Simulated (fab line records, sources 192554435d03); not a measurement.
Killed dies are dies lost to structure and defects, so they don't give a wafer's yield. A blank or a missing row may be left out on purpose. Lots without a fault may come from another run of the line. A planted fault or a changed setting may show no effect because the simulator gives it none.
fab line records | flow n5_finfet
record lots=5 wafers=15 last_day=16
route steps=1938 shown SD_EPI_P@309 SD_ACTIVATION@330 ILD0@335 SDB@347 MOL_CONTACT_COAG@538 PASSIVATION@1936
lots that met no fault: from a run of the same line without faults
start_h: hours from the record's first day to the start of the lot's first wafer shown | wait_h: hours since the lot's step before | " the same as in the row above | L1.1+2: a row that stands for several wafers | - no value, or no start given | * or withheld: withheld | < > ~ a bound
route shown NAME@n: a module of which the file shows steps, and the number in the route of the first | usual: mean/standard deviation of fault-free wafers | same: alike in all rows | chamber/n: place in a boat | sites: the reading at each site | _std_site: their standard deviation | _edge_site: outer sites' mean less inner sites' | radius_mm: how far each site lies from the wafer's centre | mask NAME#n: copy n | behind: the tool/chamber that last shaped the wafer | hold: why the lot was held/for how many hours/how that ended | device: the transistor (n, p or np) that didn't switch | end of line: the same wafers' tests at the end of the route | a step without rows: its recipe alone | killed: dies lost to structure and defects at the first sort, not the wafer's yield | map: a wafer's dies, x killed, . not, _ none there
set.NAME: the setting as run; set.NAME@STEP: as run at that earlier step | model.NAME: the simulator's own value behind a step, which no gauge read
lots at some steps of the route; a table a step, a row a wafer
services: from which hour (start_h, from the record's first day; less than 0 if before it) a tool's chamber was out of use, for how many hours, and why
## steps
# step N5_SD_EPI_P_STRIP_38
# recipe chemistry=N2/H2 temp_c=40 n2_flow_sccm=200 h2_flow_sccm=200 rf_frequency_hz=6e+07
# step N5_SD_EPI_P_ETCHBACK_46
# recipe chemistry=CH3F/O2 mode=anisotropic_etchback target=SiNx target_depth_a=175 stop_on=SiO2 over_etch_frac=0.3 ion_energy_ev=120 pressure_mtorr=30 source_w=395 bias_w=73 Ar_flow_sccm=150 CH3F_flow_sccm=30 O2_flow_sccm=20
# step N5_SD_EPI_P_ETCH_47
# recipe chemistry=CH3F/O2 target=SiOCN target_depth_a=250 mask_material=SOC ion_energy_ev=60 bias_w=29 pressure_mtorr=30 source_w=410 Ar_flow_sccm=150 CH3F_flow_sccm=30 O2_flow_sccm=20
# step N5_SD_EPI_P_ETCH_16
# recipe chemistry=CHF3/O2 target=SiO2 target_depth_a=50 mask_material=SOC pressure_mtorr=30 source_w=650 bias_w=170 Ar_flow_sccm=200 CHF3_flow_sccm=50 O2_flow_sccm=5 ion_energy_ev=200
# step N5_SD_EPI_P_STRIP_50
# recipe chemistry=CHF3/O2 resist=SiARC rf_frequency_hz=6e+07
# step N5_SD_EPI_P_SD_RECESS_17
# recipe chemistry=HBr/Cl2/O2 target_depth_a=391 bt_time_s=3 pressure_mtorr=10 icp_w=800 bias_w=112 HBr_flow_sccm=150 Cl2_flow_sccm=80 O2_flow_sccm=12
# step N5_SD_EPI_P_WET_ETCH_45
# recipe chemistry=dHF dilution=withheld time_s=10.7 target=SiO2 target_depth_a=20 temp_c=25 dry=ipa_marangoni rinse_time_s=30 rinse_temp_c=23
# step N5_SD_EPI_P_STRIP_40
# recipe chemistry=N2/H2 power_w=1000 temp_c=250 h2_frac=0.65 overash_fraction=0.3 pressure_mtorr=withheld n2_flow_sccm=1750 h2_flow_sccm=3250
# step N5_SD_EPI_P_PRECLEAN_52
# recipe chemistry=O3/DIW time_s=60 temp_c=22 o3_ppm=10
# step N5_SD_EPI_P_SRD_20
# recipe dry=ipa_marangoni do_ppb=5 time_s=30 temp_c=23 rinse_liquid=diw
# step N5_SD_EPI_P_PRECLEAN_51
# recipe chemistry=NF3:NH3 afs_cycles=1 temp_c=30 time_s=20 sublimation_temp_c=180 sublimation_time_s=60 pressure_torr=3 rf_power_w=30
# step N5_SD_EPI_P_VAPOR_ETCH_44
# recipe chemistry=NF3/Ar target=SiGe30 temp_c=25 time_s=3.3 mode=isotropic
# step N5_SD_EPI_P_EPI_21
# recipe material=SiGe:B dopant=B temp_c=550 pressure_torr=20 ambient=H2 time_s=355
# usual epi_growth_time_s=355/0 lamp_inner_pct=9.6/0.55
# columns lot.wafer tool chamber start_h wait_h epi_growth_time_s lamp_inner_pct model.SiGe-B_of_SD_EPI_P_EPI_21.thk_nm
L385.1 epi_rpcvd-04 0 54.63 0.3 355 10.0 60.4
L385.2 " 0 " " 355 10.0 59.6
L385.6 " 0 57.83 3.2 355 9.8 60.2
L395.2 epi_rpcvd-04 0 119.90 0.5 467.87 9.9 74
L395.4 " 0 " " 467.87 9.9 73.6
L395.5 " 0 " " 355 10.1 61.2
L397.2 epi_rpcvd-04 0 130.56 0.5 467.87 10.0 73
L397.5 " 0 131.64 1.5 355 9.9 60.4
L397.6 " 0 " " 355 9.9 59.8
L398.4 epi_rpcvd-04 0 138.55 1.1 467.87 9.9 75.2
L398.5 " 0 " " 355 9.8 62
L398.6 " 0 " " 355 10.1 61.6
L405.1 epi_rpcvd-02 0 173.68 0.1 355 9.5 60.8
L405.3 " 0 " " 355 9.5 61
L405.5 " 0 " " 355 9.6 61.2
# step N5_SD_EPI_P_EPI_MEAS_23
# recipe mode=xrd
# usual thk_nm=60.9/1.3
# columns lot.wafer tool chamber start_h wait_h thk_nm
L385.1 film_metro-01 - 58.51 3.2 59.4
L385.2 " - " " 57.7
L385.6 " - " " 60.5
L395.2 film_metro-01 - 121.75 1.5 73.6
L395.4 " - " " 73.7
L395.5 " - " " 59.1
L397.2 film_metro-01 - 132.40 1.5 71.8
L397.5 " - " " 61.0
L397.6 " - " " 58.0
L398.4 film_metro-02 - 139.67 0.8 74.4
L398.5 " - " " 62.0
L398.6 " - " " 62.5
L405.1 film_metro-02 - 175.90 1.9 60.5
L405.3 " - " " 59.7
L405.5 " - " " 63.9
# step N5_SD_EPI_P_HM_STRIP_48
# recipe chemistry=H3PO4 temp_c=160 material=SiNx target=SiNx target_depth_a=30 overetch_fraction=0.3
# step N5_SD_EPI_P_SRD_49
# recipe dry=ipa_marangoni time_s=30 temp_c=23 rinse_liquid=diw
# step N5_SD_EPI_P_PRECLEAN_24
# recipe chemistry=O3/DIW time_s=45 temp_c=22 o3_ppm=10
# step N5_SD_EPI_P_PRECLEAN_32
# recipe chemistry=dHF time_s=10 dilution=500:1 temp_c=25
# step N5_SD_EPI_P_PRECLEAN_33
# recipe chemistry=SC2 time_s=45 temp_c=35 mix=1:1:50
# step N5_SD_EPI_P_SRD_25
# recipe time_s=30 temp_c=23 rinse_liquid=diw dry=ipa_marangoni
# step N5_SD_ACTIVATION_RTA_00
# recipe temp_c=975 time_s=0 ambient=N2 idle_temp_c=600 ramp_up_c_per_s=150 ramp_down_c_per_s=60 cool_to_c=600
# step N5_SD_ACTIVATION_LSA_01
# recipe temp_c=1080 time_s=0.0008 ambient=N2
# step N5_ILD0_LINER_00
# recipe material=SiNx target_thk_a=40 temp_c=400 ald_precursor_family=SiH2I2 ald_co_reactant=N2/H2-plasma pulse_time_s=1 purge_time_s=2 co_reactant_purge_time_s=2 ald_cycles=80 pressure_torr=2
# step N5_ILD0_FCVD_FILL_01
# recipe material=SiO2_flowable target_thk_a=2000 temp_c=100 pressure_torr=0.8 rf_w=2000 time_s=328.3
# step N5_ILD0_CURE_02
# recipe temp_c=450 time_s=1800 ambient=steam idle_temp_c=400 ramp_up_c_per_min=5 ramp_down_c_per_min=3 densification_p_h2o_torr=640
# step N5_ILD0_CMP_03
# recipe stop_on=SiNx t_overpolish_s=1.9 post_cmp_clean=alkaline_brush down_force_psi=4.1491 platen_rpm=51.796 pad_velocity_m_s=1.0306 target_thk_nm=197.38
# step N5_ILD0_CMP_07
# recipe stop_on=poly-Si material=SiO2_flowable t_overpolish_s=1.18 post_cmp_clean=alkaline_brush down_force_psi=4.1491 platen_rpm=51.796 pad_velocity_m_s=1.0306 target_thk_nm=138.88
# step N5_ILD0_PRECLEAN_10
# recipe chemistry=NF3:NH3 afs_cycles=5 time_s=20 temp_c=30 sublimation_temp_c=180 sublimation_time_s=60 pressure_torr=3 rf_power_w=30
# step N5_ILD0_ALD_15
# recipe material=SiNx target_thk_a=240 temp_c=400 ald_precursor_family=SiH2I2 ald_co_reactant=N2/H2-plasma pulse_time_s=1 ald_cycles=480 purge_time_s=2 co_reactant_purge_time_s=2 pressure_torr=2
# step N5_ILD0_CMP_12
# recipe stop_on=poly-Si material=SiNx t_overpolish_s=6 post_cmp_clean=alkaline_brush down_force_psi=2.5 platen_rpm=51.8 pad_velocity_m_s=1.0307 target_thk_nm=17.67
# step N5_SDB_HM_DEP_00
# recipe material=SiNx target_thk_a=400 temp_c=400 precursor=SiH4/NH3/N2 pressure_torr=1.5 rf_w=300 time_s=35.3
# step N5_SDB_COAT_03
# recipe resist=SOC temp_c=250 time_s=60 spin_rpm=1500 resist_thk_nm=100
# step N5_SDB_COAT_04
# recipe resist=SiARC temp_c=220 time_s=60 spin_rpm=1500 resist_thk_nm=18
# step N5_SDB_COAT_05
# recipe resist=CAR-ArF spin_rpm=1500 resist_thk_nm=90
# step N5_MOL_CONTACT_COAG_ETCH_110
# recipe chemistry=CF4/O2 target=Si target_depth_a=25 time_s=8 pressure_mtorr=100 source_w=200 bias_w=12 ion_energy_ev=60 Ar_flow_sccm=100 cf4_flow_sccm=100 O2_flow_sccm=10
# usual O2_flow_sccm=10.00/0.03 drypump_motor_current_A=5.58/0.28 oes_product_au=0.78/0.084 rf_vpp_V=127/4.5 showerhead_plenum_p_Torr=2.19/0.057 throttle_valve_pct=10.78/0.25
# columns lot.wafer tool chamber start_h wait_h O2_flow_sccm drypump_motor_current_A oes_product_au rf_hours_counter_h rf_vpp_V showerhead_plenum_p_Torr throttle_valve_pct model.SiGe-B_of_SD_EPI_P_EPI_21.thk_nm
L385.1 rie_diel-03 3 88.15 0.0 10.03 5.94 0.75 132 125 2.21 10.62 57.6
L385.2 " 1 " " 10.00 5.23 0.83 81 129 2.15 10.54 56.8
L385.6 " 2 " " 9.98 5.71 0.92 - 134 2.28 10.41 57.4
L395.2 rie_diel-02 3 152.58 0.0 9.94 5.75 0.99 2 130 2.19 10.38 70.4
L395.4 " 1 " " 10.00 5.21 0.77 122 133 2.16 11.08 70.2
L395.5 " 0 " " 10.04 5.68 0.72 - 120 2.12 11.03 58.4
L397.2 rie_diel-03 3 163.12 0.0 9.97 5.89 0.71 159 128 2.20 10.69 69.8
L397.5 " 1 " " 10.01 5.20 0.79 - 130 2.15 10.61 57.6
L397.6 " 2 " " 10.01 5.72 0.88 - 135 2.27 10.46 57
L398.4 rie_diel-03 0 169.79 0.0 9.93 5.08 0.70 233 129 2.29 10.88 71.4
L398.5 " 1 " " 10.01 5.23 0.80 - 130 2.15 10.63 59.2
L398.6 " 0 " " 10.01 5.09 0.70 - 129 2.29 10.88 58.6
L405.1 rie_diel-02 2 207.75 0.0 10.03 5.68 0.70 226 124 2.19 11.06 57.8
L405.3 " 3 " " 10.01 5.76 0.92 21 132 2.18 10.45 58
L405.5 " 3 " " 10.02 5.75 0.92 - 132 2.18 10.45 58.2
# step N5_PASSIVATION_PROBE_49
# usual killed_at_M0_to_M3=34/8.9 killed_at_M4_up=13/4.6 killed_at_contacts=12/5.5 killed_at_front_end=41/11 killed_at_other=3.1/2.9 killed_dies=102/16 killed_open=66/11 killed_short=34/7.6
# same gross_dies=1180 killed_at_back_side=0
# columns lot.wafer tool chamber start_h wait_h killed_at_M0_to_M3 killed_at_M4_up killed_at_contacts killed_at_front_end killed_at_other killed_dies killed_open killed_short
L395.2 prober-02 - 330.00 0.1 24 12 11 35 10 92 55 36
L395.4 prober-02 - 330.10 0.2 35 12 11 30 8 96 65 31
L395.5 prober-02 - 330.15 0.2 35 5 8 26 4 78 60 18
L398.4 prober-02 - 346.37 0.2 34 20 11 28 3 96 66 29
L398.5 prober-02 - 346.42 0.2 31 13 16 30 1 91 66 25
L398.6 prober-02 - 346.47 0.3 39 12 8 29 1 89 48 41
L405.1 prober-01 - 380.91 0.0 19 11 7 30 1 68 49 19
L405.3 prober-01 - 381.01 0.1 26 13 15 59 1 114 74 35
L405.5 prober-01 - 381.11 0.2 21 10 10 46 5 92 59 31
# killed by level:class
L395.2 MOL_CONTACT_COAG:geometric_particle:open=8 GATE_CUT:geometric_particle:open=7 BEOL_M0_SAQP:geometric_particle:short=7 FIN_SAQP:geometric_particle:short=6 FIN_SAQP:geometric_particle:open=5 BEOL_M0_SAQP:geometric_particle:open=5 BEOL_M1:geometric_particle:open=4 BEOL_M4:geometric_particle:open=4
L395.4 BEOL_M3:geometric_particle:open=12 MOL_CONTACT_COAG:geometric_particle:open=10 BEOL_M0_SAQP:geometric_particle:open=7 BEOL_M0_SAQP:geometric_particle:short=6 GATE_CUT:geometric_particle:open=5 MIM_TOP:geometric_particle:short=5 FIN_SAQP:geometric_particle:open=4 FIN_SAQP:geometric_particle:short=4
L395.5 BEOL_M0_SAQP:geometric_particle:open=11 BEOL_M1:geometric_particle:open=10 FIN_SAQP:geometric_particle:open=8 MOL_CONTACT_COAG:geometric_particle:open=6 BEOL_M2:geometric_particle:open=5 BEOL_M0_SAQP:geometric_particle:short=4 STARTING-WAFER:geometric_particle:open=4 GATE_CUT:geometric_particle:open=3
L398.4 MOL_CONTACT_COAG:geometric_particle:open=10 BEOL_M0_SAQP:geometric_particle:open=10 FIN_SAQP:geometric_particle:open=9 BEOL_M1:geometric_particle:open=9 STI_FIN_REVEAL:geometric_particle:open=6 BEOL_M2:geometric_particle:open=6 BEOL_M0_SAQP:geometric_particle:short=5 BEOL_M6:geometric_particle:open=5
L398.5 MOL_CONTACT_COAG:geometric_particle:open=13 BEOL_M0_SAQP:geometric_particle:open=10 FIN_SAQP:geometric_particle:open=8 STI_FIN_REVEAL:geometric_particle:open=8 BEOL_M0_SAQP:geometric_particle:short=7 BEOL_M1:geometric_particle:open=5 BEOL_M2:geometric_particle:open=5 BEOL_M4:geometric_particle:short=4
L398.6 BEOL_M0_SAQP:geometric_particle:short=16 FIN_SAQP:geometric_particle:open=8 BEOL_M0_SAQP:geometric_particle:open=8 MOL_CONTACT_COAG:geometric_particle:open=7 STI_FIN_REVEAL:geometric_particle:open=5 BEOL_M1:geometric_particle:short=5 FIN_SAQP:geometric_particle:short=4 DUMMY_GATE:geometric_particle:open=3
L405.1 DUMMY_GATE:geometric_particle:open=8 MOL_CONTACT_COAG:geometric_particle:open=7 GATE_CUT:geometric_particle:short=7 BEOL_M0_SAQP:geometric_particle:open=5 BEOL_M2:geometric_particle:open=5 GATE_CUT:geometric_particle:open=4 STI_FIN_REVEAL:geometric_particle:open=3 BEOL_M3:geometric_particle:open=3
L405.3 STI_FIN_REVEAL:geometric_particle:open=23 MOL_CONTACT_COAG:geometric_particle:open=10 DUMMY_GATE:geometric_particle:open=8 BEOL_M0_SAQP:geometric_particle:short=7 STI_FIN_REVEAL:geometric_particle:short=6 MOL_CONTACT_COAG:geometric_particle:short=5 BEOL_M0_SAQP:geometric_particle:open=5 HKMG_FIN:area_etch=5
L405.5 STI_FIN_REVEAL:geometric_particle:open=15 STI_FIN_REVEAL:geometric_particle:short=11 MOL_CONTACT_COAG:geometric_particle:open=8 BEOL_M0_SAQP:geometric_particle:open=8 BEOL_M0_SAQP:geometric_particle:short=5 DUMMY_GATE:geometric_particle:open=5 PASS1_DEP:geometric_particle:open=4 STARTING-WAFER:geometric_particle:open=4
## services
# columns tool chamber start_h hours kind
rie_diel-03 2 30.85 - clean
rie_diel-03 2 30.85 - consumable_replace:focus_ring
rie_diel-03 2 30.85 13.2 scheduled_down
rie_diel-03 2 30.85 13.2 vent_cycle
rie_diel-03 - 61.54 5.7 repair
rie_diel-02 0 68.45 6.2 repair
rie_diel-02 - 91.15 2.8 pm
rie_diel-02 1 112.26 2.7 repair
rie_diel-02 3 116.22 - clean
rie_diel-02 3 116.22 - consumable_replace:focus_ring
rie_diel-02 3 116.22 31.6 scheduled_down
rie_diel-02 3 116.22 31.6 vent_cycle
rie_diel-02 - 198.01 0.6 repair
rie_diel-02 1 204.08 6.8 repair
## key
first_sign step=N5_SD_EPI_P_EPI_21 reading=epi_growth_time_s direction=up sigmas=99+ usual=* struck=*
effect step=N5_SD_EPI_P_EPI_MEAS_23 reading=thk_nm direction=up sigmas=9.6 usual=* struck=*
model_effect step=N5_SD_EPI_P_EPI_21 value=SiGe-B_of_SD_EPI_P_EPI_21.thk_nm without=61.1 struck=73.95
model_effect step=N5_MOL_CONTACT_COAG_ETCH_110 value=SiGe-B_of_SD_EPI_P_EPI_21.thk_nm without=58.2 struck=70.45
met_at N5_SD_EPI_P_EPI_21
struck_wafers L395.2,L395.4,L397.2,L398.4
tester_left_out L395,L397,L398
onset_between 54.63 119.90
fault kind=process_parameter_drift tool=epi_rpcvd-04 chamber=- onset_h=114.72 steps=N5_SD_EPI_P_EPI_21 channel=epi_growth_time_s offset=* shape=step end_h=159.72 scope=struck_wafers_only acts_in=* stated=*
# tester_left_out: of these lots the tester's yield and bins aren't shown, on N5 and GAA mostly nor the transistor test; their killed dies are dies lost to structure and defects alone, not to doping, threshold or leakage, so they don't give the yield
